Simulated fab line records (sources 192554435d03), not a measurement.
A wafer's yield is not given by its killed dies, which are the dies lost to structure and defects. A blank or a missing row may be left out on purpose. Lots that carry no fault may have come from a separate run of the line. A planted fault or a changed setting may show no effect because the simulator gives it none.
Chamber matching | flow n5Finfet | N5_STI_FIN_REVEAL_CMP_04 on cmp-03 has 4 sister chambers
The step polishes, stops on Si3N4, t overpolish 4 s, target thk 131.83 nm. 20 wafers are shown with their chamber, then 10 later ones without.

== WAFERS WITH THEIR CHAMBER ==
wafer  | chamber | motorCurrentA (A) | platenRpm (rpm) | timeToEndpointS (s)
L074.1 | 3       | 6.7               | 54.16           | 116
L074.3 | 2       | 8.3               | 54.24           | 111
L074.5 | 1       | 8.4               | 54.19           | 119
L075.2 | 3       | 6.2               | 54.17           | 118
L075.4 | 0       | 7.7               | 54.15           | 113
L075.6 | 1       | 8.5               | 54.23           | 119
L081.1 | 2       | 8.3               | 54.17           | 99
L081.2 | 1       | 8.7               | 54.17           | 109
L081.6 | 3       | 6.4               | 54.17           | 105
L083.2 | 1       | 8.8               | 54.21           | 107
L083.4 | 3       | 6.7               | 54.18           | 104
L083.6 | 1       | 8.9               | 54.20           | 105
L086.1 | 2       | 7.9               | 54.17           | 103
L086.3 | 1       | 8.6               | 54.24           | 112
L086.5 | 1       | 8.3               | 54.22           | 110
L088.2 | 0       | 7.8               | 54.17           | 107
L088.3 | 3       | 6.6               | 54.21           | 108
L088.4 | 1       | 8.9               | 54.26           | 107
L089.1 | 1       | 8.3               | 54.20           | 110
L089.4 | 3       | 6.4               | 54.20           | 107

SIGNATURES (means of the wafers above)
reading         | chamber 0 | chamber 1 | chamber 2 | chamber 3 | scatter within a chamber
motorCurrentA   | 7.750     | 8.600     | 8.167     | 6.500     | 0.22
platenRpm       | 54.1600   | 54.2133   | 54.1933   | 54.1817   | 0.0266
timeToEndpointS | 110.00    | 110.89    | 104.33    | 109.67    | 5.41
Rule: distance of a wafer from a chamber = root of the sum over the readings of ((wafer's reading minus chamber's mean) / reading's scatter) squared. The wafer belongs to the nearest chamber; if the next one is less than 2 further off, it can't be placed. The scatter: the root of (the sum of the squares of (reading less its chamber's mean) over the shown wafers, divided by (wafers less chambers)).

== WAFERS WITHOUT THEIR CHAMBER ==
wafer  | motorCurrentA (A) | platenRpm (rpm) | timeToEndpointS (s)
L089.6 | 8.8               | 54.16           | 109
L090.3 | 7.8               | 54.18           | 103
L090.4 | 6.6               | 54.18           | 102
L090.6 | 8.9               | 54.27           | 109
L092.3 | 8.9               | 54.14           | 109
L092.5 | 8.2               | 54.21           | 102
L092.6 | 8.7               | 54.21           | 108
L094.3 | 6.6               | 54.20           | 113
L094.5 | 8.6               | 54.20           | 105
L094.6 | 6.4               | 54.14           | 110

== THE CHAMBER EACH PASSED THROUGH ==
wafer  | from the rows above     | in truth
L089.6 | can't be placed: 1 or 2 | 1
L090.3 | can't be placed: 0 or 2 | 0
L090.4 | 3                       | 3
L090.6 | can't be placed: 1 or 2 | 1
L092.3 | can't be placed: 1 or 2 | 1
L092.5 | can't be placed: 2 or 1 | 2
L092.6 | can't be placed: 1 or 2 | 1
L094.3 | 3                       | 3
L094.5 | can't be placed: 1 or 2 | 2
L094.6 | 3                       | 3
3 of 10 placed correctly. These rows do not allow placing 7 (true chamber among the candidates in 7). Number placed wrongly: 0.
